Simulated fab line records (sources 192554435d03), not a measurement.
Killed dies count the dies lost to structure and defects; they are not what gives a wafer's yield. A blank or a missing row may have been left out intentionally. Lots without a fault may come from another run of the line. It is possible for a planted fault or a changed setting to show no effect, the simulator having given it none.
Comparing a struck lot with a sound one	flow n5-finfet	14 out of 1938 route steps
Sound: the wafers L883.2, L883.4, L883.5. Struck: wafer L890.5. (L890.3, L890.6 of the same lot were not struck and are left out.) The cause comes at the end.
Order at every step that has rows: each side's tool, ch and its chambers, its first start. Under that, the readings that differ: sound wafers	struck wafers	difference of the means	sigmas: that difference in standard deviations of wafers without a fault.
alike: same words and numbers on both sides, and readings whose means sit less than 2 such deviations apart. not compared: any withheld reading, any reading some wafer has no value for, any bound like >300 that may hide the same value, and any number with overlapping values for which the record gives no deviation.
Wherever a step has rows on one side only, a row that says differs or no value, or a row with sigmas, the two part there. Numbers that don't overlap but have no deviation are shown without sigmas and don't part them. Lack of a reading on every wafer of one side parts them only where that side has two or more wafers.

first, 5 steps without rows for these wafers: N5_HKMG_FIN_STRIP_33 (strips in N2/H2); N5_HKMG_FIN_STRIP_34 (strips in CF4); N5_HKMG_FIN_ETCH_35 (etches SOC in N2/H2, target depth 215.8 nm, time 243.4 s); N5_HKMG_FIN_STRIP_92 (strips SOC in N2/H2, time 20 s); N5_HKMG_FIN_WET_ETCH_18 (etches TiN in SC1, time 55 s, target depth 5.2 nm, rinse time 30 s).
N5_HKMG_FIN_STRIP_19: strips in N2/H2, time 360 s.
  sound on plasma-asher-02 ch 0,1, day 5 03:02; struck on plasma-asher-01 ch 1, day 6 22:15
  alike: drypump-motor-current-A, heater-power-w
  not compared: rf-hours-counter-h
N5_HKMG_FIN_ALD_91: deposits TiN, target thk 1 nm, pulse time 1 s, purge time 3 s.
  sound on ald-metal-03 ch 0,3, day 5 03:25; struck on ald-metal-03 ch 0, day 6 22:31
  alike: heater-power-w, precursor-pulse-height-rel
  not compared: ald-cycles
then, 1 step without rows for these wafers: N5_HKMG_FIN_COAT_85 (time 60 s, resist thk 300 nm).
N5_HKMG_FIN_ETCH_86: etches SOC in N2/H2, stops on TiN, target depth 393.2 nm.
  sound on rie-diel-01 ch 1,3, day 5 03:56; struck on rie-diel-05 ch 1, day 6 22:52
  alike: drypump-motor-current-A, oes-product-au, rf-vpp-V, showerhead-plenum-p-Torr, throttle-valve-pct
  not compared: rf-hours-counter-h
N5_HKMG_FIN_STRIP_89: strips SOC in N2/H2, time 20 s.
  sound on rie-diel-01 ch 1,3, day 5 03:59; struck on rie-diel-05 ch 1, day 6 22:55
  alike: drypump-motor-current-A, oes-product-au, power-w, rf-vpp-V, showerhead-plenum-p-Torr, throttle-valve-pct
  not compared: rf-hours-counter-h
then, 1 step without rows for these wafers: N5_HKMG_FIN_WET_ETCH_87 (etches TiN in SC1, time 154.2 s, target depth 4.7 nm, rinse time 30 s).
N5_HKMG_FIN_STRIP_88: strips in N2/H2, time 360 s.
  sound on plasma-asher-01 ch 0,1, day 5 04:11; struck on plasma-asher-02 ch 0, day 6 23:14
  alike: drypump-motor-current-A, heater-power-w
  not compared: rf-hours-counter-h
N5_HKMG_FIN_NWFM_ALD_20: deposits TiAlC, target thk 2 nm, pulse time 3 s, purge time 2 s.
  sound on ald-metal-01 ch 0,2,3, day 5 04:34; struck on ald-metal-03 ch 3, day 6 23:29
reading	sound	struck	difference	sigmas
ald-cycles	7 7 7	5	-2	
model.TiAlC_of_HKMG_FIN_NWFM_ALD_20.thk-nm (nm)	2 2 2	1.4	-0.6	
  alike: heater-power-w, precursor-pulse-height-rel
then, 1 step without rows for these wafers: N5_HKMG_FIN_ALD_71 (deposits TiN, target thk 1 nm, pulse time 1 s, purge time 3 s).

WHERE THEY PART
Nowhere in this record.

WHY: what had been put in by the simulator
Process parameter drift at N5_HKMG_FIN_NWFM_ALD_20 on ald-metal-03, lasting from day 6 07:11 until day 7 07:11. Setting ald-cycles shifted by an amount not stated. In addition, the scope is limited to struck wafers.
